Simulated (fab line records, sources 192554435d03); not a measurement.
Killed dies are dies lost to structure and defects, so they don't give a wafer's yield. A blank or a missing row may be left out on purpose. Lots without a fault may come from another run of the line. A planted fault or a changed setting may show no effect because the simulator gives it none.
fab line records | flow n5_finfet
record lots=4 wafers=12 last_day=15
route steps=1938 shown SD_EPI_N@276 SD_EPI_P@295 MOL_CONTACT_COAG@537
lots that met no fault: from a run of the same line without faults
start_h: hours from the record's first day to the start of the lot's first wafer shown | wait_h: hours since the lot's step before | " the same as in the row above | L1.1+2: a row that stands for several wafers | - no value, or no start given | * or withheld: withheld | < > ~ a bound
route shown NAME@n: a module of which the file shows steps, and the number in the route of the first | usual: mean/standard deviation of fault-free wafers | same: alike in all rows | chamber/n: place in a boat | sites: the reading at each site | _std_site: their standard deviation | _edge_site: outer sites' mean less inner sites' | radius_mm: how far each site lies from the wafer's centre | mask NAME#n: copy n | behind: the tool/chamber that last shaped the wafer | hold: why the lot was held/for how many hours/how that ended | device: the transistor (n, p or np) that didn't switch | end of line: the same wafers' tests at the end of the route | a step without rows: its recipe alone | killed: dies lost to structure and defects at the first sort, not the wafer's yield | map: a wafer's dies, x killed, . not, _ none there
set.NAME: the setting as run; set.NAME@STEP: as run at that earlier step | model.NAME: the simulator's own value behind a step, which no gauge read
lots at some steps of the route; a table a step, a row a wafer
services: from which hour (start_h, from the record's first day; less than 0 if before it) a tool's chamber was out of use, for how many hours, and why
## steps
# step N5_SD_EPI_N_STRIP_36
# recipe chemistry=N2/H2 temp_c=40 n2_flow_sccm=200 h2_flow_sccm=200 rf_frequency_hz=6e+07
# step N5_SD_EPI_N_ETCHBACK_44
# recipe chemistry=CH3F/O2 mode=anisotropic_etchback target=SiNx target_depth_a=145 stop_on=SiO2 over_etch_frac=0.3 ion_energy_ev=120 pressure_mtorr=30 source_w=395 bias_w=73 Ar_flow_sccm=150 CH3F_flow_sccm=30 O2_flow_sccm=20
# step N5_SD_EPI_N_ETCH_45
# recipe chemistry=CH3F/O2 target=SiOCN target_depth_a=60 mask_material=SOC ion_energy_ev=60 bias_w=29 pressure_mtorr=15 source_w=410 Ar_flow_sccm=150 CH3F_flow_sccm=30 O2_flow_sccm=20
# step N5_SD_EPI_N_ETCH_16
# recipe chemistry=CHF3/O2 target=SiO2 target_depth_a=50 mask_material=SOC pressure_mtorr=30 source_w=650 bias_w=170 Ar_flow_sccm=200 CHF3_flow_sccm=50 O2_flow_sccm=5 ion_energy_ev=200
# step N5_SD_EPI_N_STRIP_47
# recipe chemistry=CHF3/O2 resist=SiARC rf_frequency_hz=6e+07
# step N5_SD_EPI_N_SD_RECESS_17
# recipe chemistry=HBr/Cl2/O2 target_depth_a=410 mask_material=SOC time_s=23.7 bt_time_s=3 pressure_mtorr=10 icp_w=800 bias_w=112 HBr_flow_sccm=150 Cl2_flow_sccm=80 O2_flow_sccm=12
# step N5_SD_EPI_N_STRIP_38
# recipe chemistry=N2/H2 power_w=1000 temp_c=250 h2_frac=0.65 overash_fraction=0.3 pressure_mtorr=withheld n2_flow_sccm=1750 h2_flow_sccm=3250
# step N5_SD_EPI_N_WET_ETCH_43
# recipe chemistry=dHF dilution=withheld time_s=14 target=SiO2 target_depth_a=15 temp_c=25
# step N5_SD_EPI_N_STRIP_18
# recipe chemistry=SPM time_s=750 temp_c=130 h2so4_h2o2_vol_ratio=4
# step N5_SD_EPI_N_SRD_20
# recipe dry=ipa_marangoni do_ppb=5 time_s=30 temp_c=23 rinse_liquid=diw
# step N5_SD_EPI_N_PRECLEAN_48
# recipe chemistry=NF3:NH3 afs_cycles=2 temp_c=30 time_s=20 sublimation_temp_c=180 sublimation_time_s=60 pressure_torr=3 rf_power_w=30
# step N5_SD_EPI_N_VAPOR_ETCH_50
# recipe chemistry=HCl target=Si temp_c=775 time_s=54 pressure_torr=20 mode=isotropic
# step N5_SD_EPI_N_EPI_21
# recipe material=Si:P dopant=P temp_c=680 pressure_torr=255 time_s=690
# usual chamber_pressure_Torr=255.0/0.61
# columns lot.wafer tool chamber start_h wait_h chamber_pressure_Torr model.Si-P_of_SD_EPI_N_EPI_21.thk_nm
L120.3 epi_rpcvd-02 0 72.14 1.2 255.1 58.4
L120.4 " 0 " " 255.0 58.8
L120.6 " 0 73.64 2.5 254.8 58.6
L127.1 epi_rpcvd-02 0 112.02 0.1 255.3 54.2
L127.2 " 0 " " 255.0 54.2
L127.3 " 0 " " 254.7 54.6
L128.1 epi_rpcvd-02 0 117.44 0.1 255.9 54.4
L128.3 " 0 " " 255.5 54.6
L128.6 " 0 " " 256.7 53.8
L133.1 epi_rpcvd-01 0 144.73 0.1 254.9 59.6
L133.2 " 0 " " 254.3 59.8
L133.5 " 0 " " 254.8 59.8
# step N5_SD_EPI_N_EPI_MEAS_23
# recipe mode=xrd
# usual thk_nm=59.1/1.3
# columns lot.wafer tool chamber start_h wait_h thk_nm
L120.3 film_metro-02 - 74.19 1.6 60.0
L120.4 " - " " 59.8
L120.6 " - " " 58.5
L127.1 film_metro-01 - 113.74 1.5 52.7
L127.2 " - " " 54.5
L127.3 " - " " 54.3
L128.1 film_metro-02 - 119.16 1.5 55.1
L128.3 " - " " 55.0
L128.6 " - " " 53.9
L133.1 film_metro-01 - 146.45 1.4 58.2
L133.2 " - " " 61.4
L133.5 " - " " 58.7
# step N5_SD_EPI_N_PRECLEAN_24
# recipe chemistry=O3/DIW time_s=60 temp_c=22 o3_ppm=10
# step N5_SD_EPI_N_SRD_25
# recipe time_s=30 temp_c=23 rinse_liquid=diw dry=ipa_marangoni
# step N5_SD_EPI_N_PRECLEAN_49
# recipe chemistry=NF3:NH3 afs_cycles=1 temp_c=30 time_s=20 sublimation_temp_c=180 sublimation_time_s=60 pressure_torr=3 rf_power_w=30
# step N5_SD_EPI_N_LINER_46
# recipe material=SiNx target_thk_a=30 temp_c=400 ald_precursor_family=SiH2I2 ald_co_reactant=N2/H2-plasma pressure_torr=2
# step N5_SD_EPI_P_COAT_34
# recipe resist=SOC temp_c=250 time_s=60 spin_rpm=1500 resist_thk_nm=350
# step N5_SD_EPI_P_COAT_35
# recipe resist=SiARC temp_c=220 time_s=60 spin_rpm=1500 resist_thk_nm=35
# step N5_SD_EPI_P_COAT_03
# recipe resist=CAR-ArF-block spin_rpm=1500 resist_thk_nm=150
# step N5_SD_EPI_P_EBR_05
# recipe solvent=PGMEA ebr_width_mm=1.5
# step N5_SD_EPI_P_SOFTBAKE_04
# recipe temp_c=110 time_s=60 resist=CAR-ArF-block
# step N5_SD_EPI_P_EXPOSE_06
# recipe mask_id=SD_P_BLK na=1.35 source_shape=conventional sigma_outer=0.8 polarization=unpolarized target_cd_nm=240 dose_mj=39.5
# step N5_SD_EPI_P_PEB_07
# recipe peb_temp_c=110 peb_time_s=60 resist=CAR-ArF-block
# step N5_SD_EPI_P_DEVELOP_08
# recipe develop_time_s=30 developer=TMAH resist=CAR-ArF-block dev_temp_c=23 rinse_liquid=diw dry=air_spin
# step N5_SD_EPI_P_DESCUM_14
# recipe chemistry=O2 time_s=7.9 source_power_w=50 bias_power_w=20 pressure_mtorr=20 rf_frequency_hz=2.712e+07 temp_c=40 resist=CAR-ArF-block o2_flow_sccm=225
# step N5_SD_EPI_P_ETCH_36
# recipe chemistry=CF4 target=SiARC target_depth_a=455 mask_material=CAR-ArF-block time_s=75.8 ion_energy_ev=80 pressure_mtorr=40 source_w=545 bias_w=36 Ar_flow_sccm=100 cf4_flow_sccm=100 ends=cleared
# step N5_SD_EPI_P_ETCH_37
# recipe chemistry=N2/H2 target=SOC overetch_a=1080 mask_material=SiARC temp_c=40 ion_energy_ev=100 source_w=3000 bias_w=133 pressure_mtorr=20 time_s=486 n2_flow_sccm=200 h2_flow_sccm=200 ends=end_point
# step N5_SD_EPI_P_STRIP_38
# recipe chemistry=N2/H2 temp_c=40 n2_flow_sccm=200 h2_flow_sccm=200 rf_frequency_hz=6e+07
# step N5_SD_EPI_P_ETCHBACK_46
# recipe chemistry=CH3F/O2 mode=anisotropic_etchback target=SiNx target_depth_a=175 stop_on=SiO2 over_etch_frac=0.3 ion_energy_ev=120 pressure_mtorr=30 source_w=395 bias_w=73 Ar_flow_sccm=150 CH3F_flow_sccm=30 O2_flow_sccm=20
# step N5_SD_EPI_P_ETCH_47
# recipe chemistry=CH3F/O2 target=SiOCN target_depth_a=250 mask_material=SOC ion_energy_ev=60 bias_w=29 pressure_mtorr=30 source_w=410 Ar_flow_sccm=150 CH3F_flow_sccm=30 O2_flow_sccm=20
# step N5_SD_EPI_P_ETCH_16
# recipe chemistry=CHF3/O2 target=SiO2 target_depth_a=50 mask_material=SOC pressure_mtorr=30 source_w=650 bias_w=170 Ar_flow_sccm=200 CHF3_flow_sccm=50 O2_flow_sccm=5 ion_energy_ev=200
# step N5_SD_EPI_P_STRIP_50
# recipe chemistry=CHF3/O2 resist=SiARC rf_frequency_hz=6e+07
# step N5_SD_EPI_P_SD_RECESS_17
# recipe chemistry=HBr/Cl2/O2 target_depth_a=391 bt_time_s=3 pressure_mtorr=10 icp_w=800 bias_w=112 HBr_flow_sccm=150 Cl2_flow_sccm=80 O2_flow_sccm=12
# step N5_SD_EPI_P_WET_ETCH_45
# recipe chemistry=dHF dilution=withheld time_s=10.7 target=SiO2 target_depth_a=20 temp_c=25 dry=ipa_marangoni rinse_time_s=30 rinse_temp_c=23
# step N5_SD_EPI_P_STRIP_40
# recipe chemistry=N2/H2 power_w=1000 temp_c=250 h2_frac=0.65 overash_fraction=0.3 pressure_mtorr=withheld n2_flow_sccm=1750 h2_flow_sccm=3250
# step N5_SD_EPI_P_PRECLEAN_52
# recipe chemistry=O3/DIW time_s=60 temp_c=22 o3_ppm=10
# step N5_MOL_CONTACT_COAG_ETCH_15
# recipe chemistry=CH3F/O2 target=SiNx target_depth_a=70 mask_material=SOC stop_on=Si:P over_etch_frac=0.75 ion_energy_ev=120 pressure_mtorr=30 source_w=395 bias_w=73 Ar_flow_sccm=150 CH3F_flow_sccm=30 O2_flow_sccm=20
# usual O2_flow_sccm=19.99/0.059 bias_w=72.99/0.25 chamber_pressure_mTorr=30.003/0.028 drypump_motor_current_A=5.8/0.34 oes_product_au=0.57/0.057 rf_vpp_V=298/3.9 showerhead_plenum_p_Torr=2.03/0.065 throttle_valve_pct=16.33/0.27
# columns lot.wafer tool chamber start_h wait_h O2_flow_sccm bias_w chamber_pressure_mTorr drypump_motor_current_A oes_product_au rf_hours_counter_h rf_vpp_V showerhead_plenum_p_Torr throttle_valve_pct model.Si-P_of_SD_EPI_N_EPI_21.thk_nm
L120.3 rie_diel-05 2 110.03 0.0 19.91 72.68 30.020 5.5 0.65 29 304 2.03 16.17 57.6
L120.4 " 0 " " 20.09 72.92 30.033 5.6 0.66 16 297 2.14 16.00 58
L120.6 " 3 " " 20.04 72.71 29.967 5.8 0.64 - 292 1.96 16.14 57.6
L127.1 rie_diel-03 3 148.62 0.0 19.91 73.13 30.011 5.6 0.54 170 296 1.99 16.64 53.4
L127.2 " 1 " " 20.05 73.28 30.033 5.4 0.55 156 292 1.92 15.94 53.4
L127.3 " 2 " " 19.92 73.00 30.030 5.8 0.65 38 300 2.12 15.99 54
L128.1 rie_diel-04 3 154.93 0.0 19.94 72.92 29.965 6.3 0.56 168 298 1.99 16.59 53.6
L128.3 " 0 " " 20.03 73.39 30.064 6.3 0.53 219 301 2.06 16.40 53.8
L128.6 " 3 " " 19.98 72.62 30.001 6.3 0.55 - 298 1.99 16.61 53.2
L133.1 rie_diel-05 0 182.25 0.0 20.03 73.14 30.025 5.7 0.62 39 295 2.13 16.02 58.8
L133.2 " 2 " " 19.99 73.33 30.031 5.5 0.62 52 304 2.03 16.22 59
L133.5 " 3 " " 20.06 73.18 30.025 5.8 0.61 - 292 1.95 16.19 59
## services
# columns tool chamber start_h hours kind
rie_diel-05 3 55.27 10.0 repair
rie_diel-04 2 65.79 6.7 repair
rie_diel-03 3 95.34 22.6 repair
rie_diel-03 0 103.91 18.7 repair
rie_diel-03 - 112.50 2.8 repair
rie_diel-04 2 116.92 6.0 repair
epi_rpcvd-01 - 161.63 2.8 pm
## key
first_sign step=N5_SD_EPI_N_EPI_MEAS_23 reading=thk_nm direction=down sigmas=3.6 usual=* struck=*
effect none on later readings
model_effect step=N5_SD_EPI_N_EPI_21 value=Si-P_of_SD_EPI_N_EPI_21.thk_nm without=58.4 struck=54.3
model_effect step=N5_MOL_CONTACT_COAG_ETCH_15 value=Si-P_of_SD_EPI_N_EPI_21.thk_nm without=57.5 struck=53.5
met_at N5_SD_EPI_N_EPI_21
struck_wafers L127.1,L127.2,L127.3,L128.1,L128.3,L128.6
tester_left_out L127,L128
onset_between 72.14 112.02
fault kind=process_parameter_drift tool=epi_rpcvd-02 chamber=- onset_h=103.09 steps=N5_SD_EPI_N_EPI_21 channel=time_s offset=* shape=step end_h=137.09 acts_in=* stated=*
# tester_left_out: of these lots the tester's yield and bins aren't shown, on N5 and GAA mostly nor the transistor test; their killed dies are dies lost to structure and defects alone, not to doping, threshold or leakage, so they don't give the yield
